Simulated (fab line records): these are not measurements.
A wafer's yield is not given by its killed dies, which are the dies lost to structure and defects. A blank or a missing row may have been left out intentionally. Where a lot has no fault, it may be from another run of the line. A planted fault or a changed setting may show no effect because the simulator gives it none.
Split-lot trial / flow n5_finfet / 39 wafers read from 7 lots, route of 1938 steps

## ABOUT THE SPLIT
At N5_FIN_SAQP_PECVD_47 (deposits a-Si from SiH4/He, target thk 45 nm, time 36.3 s), the setting time_s was moved away from the recipe's 36.3 s on 12 of the 39 wafers read, by -58.2% to +59.0%. This setting was run at the recipe's value on the other wafers.

## FROM THE SPLIT TO THE READING: what the file shows between them, 4 steps
- N5_FIN_SAQP_PECVD_48: deposits SiNx from SiH4/NH3/N2, target thk 25 nm, time 22.1 s
- N5_FIN_SAQP_PECVD_06: deposits a-Si from SiH4/He, target thk 60 nm, time 48.1 s
- N5_FIN_SAQP_ETCH_57: etches SiNx in CH3F/O2, target depth 32.5 nm, time 46.4 s
- N5_FIN_SAQP_ETCH_65: etches SiO2 in CF4, target depth 4 nm, time 4.4 s

## THE READING
oes_product_au, in a.u., at N5_FIN_SAQP_MANDREL_ETCH_58 (etches a-Si in HBr/Cl2, stops on SiNx, target depth 45 nm, bt time 10 s, time 27 s). Fault-free wafers of this fab line usually give 0.699 a.u., standard deviation 0.017 a.u.

wafer=L077.1; tool, chamber at the split=pecvd-03, 1; time_s as run, s=36.3; against the recipe=recipe; oes_product_au, a.u.=0.709; against lot-mates on the recipe=-
wafer=L077.2; tool, chamber at the split=pecvd-03, 0; time_s as run, s=36.3; against the recipe=recipe; oes_product_au, a.u.=0.717; against lot-mates on the recipe=-
wafer=L077.3; tool, chamber at the split=pecvd-03, 2; time_s as run, s=36.3; against the recipe=recipe; oes_product_au, a.u.=0.710; against lot-mates on the recipe=-
wafer=L077.4; tool, chamber at the split=pecvd-03, 1; time_s as run, s=55.54; against the recipe=+53.0%; oes_product_au, a.u.=0.891; against lot-mates on the recipe=+0.179
wafer=L077.5; tool, chamber at the split=pecvd-03, 0; time_s as run, s=55.54; against the recipe=+53.0%; oes_product_au, a.u.=0.938; against lot-mates on the recipe=+0.226
wafer=L077.6; tool, chamber at the split=pecvd-03, 2; time_s as run, s=55.54; against the recipe=+53.0%; oes_product_au, a.u.=0.898; against lot-mates on the recipe=+0.186
wafer=L078.1; tool, chamber at the split=pecvd-03, 0; time_s as run, s=36.3; against the recipe=recipe; oes_product_au, a.u.=0.687; against lot-mates on the recipe=-
wafer=L078.2; tool, chamber at the split=pecvd-03, 2; time_s as run, s=36.3; against the recipe=recipe; oes_product_au, a.u.=0.717; against lot-mates on the recipe=-
wafer=L078.3; tool, chamber at the split=pecvd-03, 1; time_s as run, s=36.3; against the recipe=recipe; oes_product_au, a.u.=0.689; against lot-mates on the recipe=-
wafer=L078.4; tool, chamber at the split=pecvd-03, 2; time_s as run, s=36.3; against the recipe=recipe; oes_product_au, a.u.=0.706; against lot-mates on the recipe=-
wafer=L078.5; tool, chamber at the split=pecvd-03, 1; time_s as run, s=36.3; against the recipe=recipe; oes_product_au, a.u.=0.686; against lot-mates on the recipe=-
wafer=L078.6; tool, chamber at the split=pecvd-03, 0; time_s as run, s=36.3; against the recipe=recipe; oes_product_au, a.u.=0.702; against lot-mates on the recipe=-
wafer=L079.1; tool, chamber at the split=pecvd-03, 1; time_s as run, s=49.35; against the recipe=+36.0%; oes_product_au, a.u.=0.859; against lot-mates on the recipe=+0.155
wafer=L079.2; tool, chamber at the split=pecvd-03, 0; time_s as run, s=49.35; against the recipe=+36.0%; oes_product_au, a.u.=0.862; against lot-mates on the recipe=+0.158
wafer=L079.3; tool, chamber at the split=pecvd-03, 2; time_s as run, s=36.3; against the recipe=recipe; oes_product_au, a.u.=0.707; against lot-mates on the recipe=-
wafer=L079.4; tool, chamber at the split=pecvd-03, 0; time_s as run, s=49.35; against the recipe=+36.0%; oes_product_au, a.u.=0.832; against lot-mates on the recipe=+0.128
wafer=L079.5; tool, chamber at the split=pecvd-03, 2; time_s as run, s=36.3; against the recipe=recipe; oes_product_au, a.u.=0.690; against lot-mates on the recipe=-
wafer=L079.6; tool, chamber at the split=pecvd-03, 1; time_s as run, s=36.3; against the recipe=recipe; oes_product_au, a.u.=0.714; against lot-mates on the recipe=-
wafer=L084.1; tool, chamber at the split=pecvd-04, 0; time_s as run, s=36.3; against the recipe=recipe; oes_product_au, a.u.=0.683; against lot-mates on the recipe=-
wafer=L084.2; tool, chamber at the split=pecvd-04, 2; time_s as run, s=36.3; against the recipe=recipe; oes_product_au, a.u.=0.672; against lot-mates on the recipe=-
wafer=L084.3; tool, chamber at the split=pecvd-04, 1; time_s as run, s=15.19; against the recipe=-58.2%; oes_product_au, a.u.=0.480; against lot-mates on the recipe=-0.210
wafer=L084.4; tool, chamber at the split=pecvd-04, 1; time_s as run, s=36.3; against the recipe=recipe; oes_product_au, a.u.=0.715; against lot-mates on the recipe=-
wafer=L084.5; tool, chamber at the split=pecvd-04, 0; time_s as run, s=15.19; against the recipe=-58.2%; oes_product_au, a.u.=0.478; against lot-mates on the recipe=-0.212
wafer=L084.6; tool, chamber at the split=pecvd-04, 2; time_s as run, s=15.19; against the recipe=-58.2%; oes_product_au, a.u.=0.487; against lot-mates on the recipe=-0.203
wafer=L089.1; tool, chamber at the split=pecvd-03, 2; time_s as run, s=36.3; against the recipe=recipe; oes_product_au, a.u.=0.673; against lot-mates on the recipe=-
wafer=L089.2; tool, chamber at the split=pecvd-03, 1; time_s as run, s=36.3; against the recipe=recipe; oes_product_au, a.u.=0.699; against lot-mates on the recipe=-
wafer=L089.3; tool, chamber at the split=pecvd-03, 0; time_s as run, s=36.3; against the recipe=recipe; oes_product_au, a.u.=0.688; against lot-mates on the recipe=-
wafer=L089.4; tool, chamber at the split=pecvd-03, 2; time_s as run, s=36.3; against the recipe=recipe; oes_product_au, a.u.=0.722; against lot-mates on the recipe=-
wafer=L089.5; tool, chamber at the split=pecvd-03, 1; time_s as run, s=36.3; against the recipe=recipe; oes_product_au, a.u.=0.721; against lot-mates on the recipe=-
wafer=L089.6; tool, chamber at the split=pecvd-03, 0; time_s as run, s=36.3; against the recipe=recipe; oes_product_au, a.u.=0.690; against lot-mates on the recipe=-
wafer=L090.2; tool, chamber at the split=pecvd-01, 1; time_s as run, s=36.3; against the recipe=recipe; oes_product_au, a.u.=0.675; against lot-mates on the recipe=-
wafer=L090.3; tool, chamber at the split=pecvd-01, 2; time_s as run, s=36.3; against the recipe=recipe; oes_product_au, a.u.=0.702; against lot-mates on the recipe=-
wafer=L090.6; tool, chamber at the split=pecvd-01, 1; time_s as run, s=36.3; against the recipe=recipe; oes_product_au, a.u.=0.664; against lot-mates on the recipe=-
wafer=L095.1; tool, chamber at the split=pecvd-03, 1; time_s as run, s=36.3; against the recipe=recipe; oes_product_au, a.u.=0.678; against lot-mates on the recipe=-
wafer=L095.2; tool, chamber at the split=pecvd-03, 0; time_s as run, s=36.3; against the recipe=recipe; oes_product_au, a.u.=0.701; against lot-mates on the recipe=-
wafer=L095.3; tool, chamber at the split=pecvd-03, 2; time_s as run, s=57.72; against the recipe=+59.0%; oes_product_au, a.u.=0.902; against lot-mates on the recipe=+0.205
wafer=L095.4; tool, chamber at the split=pecvd-03, 0; time_s as run, s=36.3; against the recipe=recipe; oes_product_au, a.u.=0.711; against lot-mates on the recipe=-
wafer=L095.5; tool, chamber at the split=pecvd-03, 1; time_s as run, s=57.72; against the recipe=+59.0%; oes_product_au, a.u.=0.949; against lot-mates on the recipe=+0.252
wafer=L095.6; tool, chamber at the split=pecvd-03, 2; time_s as run, s=57.72; against the recipe=+59.0%; oes_product_au, a.u.=0.905; against lot-mates on the recipe=+0.208

FIT RESULTS
A straight line over all 39 wafers: oes_product_au changes by +0.00385 a.u. for each +1% of time_s; r = +0.99; the points scatter about the line by 0.018 a.u.
The same after taking each lot's own level away (the mean of its wafers on the recipe; 39 wafers): +0.00372 a.u. for each +1%; r = +0.99; scatter 0.016 a.u.
That fit puts the effect of the largest move of time_s on the reading at 0.22 a.u.
Across the lots, their own levels run from 0.6803 to 0.7120 a.u., a range of 1.9 times the standard deviation given above.
The two slopes are in agreement: the lot-to-lot level therefore moves the slope only a little.
Check: with one of the wafers moved furthest among these (+59.0%) left out of the fit, the line predicts +0.223 a.u. for it against its lot-mates. It came out at +0.205 a.u. against them.

## THE WHOLE CHAIN: every reading that the file lists as answering this split, in the file's order
step=N5_FIN_SAQP_PECVD_47; what it does=deposits a-Si from SiH4/He, target thk 45 nm, time 36.3 s; reading=a-Si_of_FIN_SAQP_PECVD_47.thk_nm (the simulator's own value, which no gauge read); change (the file's fit)=+0.468 nm for each +1% of the setting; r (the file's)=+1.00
step=N5_FIN_SAQP_MANDREL_ETCH_58; what it does=etches a-Si in HBr/Cl2, stops on SiNx, target depth 45 nm, bt time 10 s, time 27 s; reading=oes_product_au; change (the file's fit)=+0.00374 a.u. for each +1% of the setting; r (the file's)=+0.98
step=N5_FIN_SAQP_MANDREL_ETCH_58; what it does=etches a-Si in HBr/Cl2, stops on SiNx, target depth 45 nm, bt time 10 s, time 27 s; reading=etch.depth_nm (the simulator's own value, which no gauge read); change (the file's fit)=+0.468 nm for each +1% of the setting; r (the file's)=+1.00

## THE FILE'S OWN FIT
oes_product_au changes by +0.00374 a.u. for each +1% of time_s, r = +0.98.
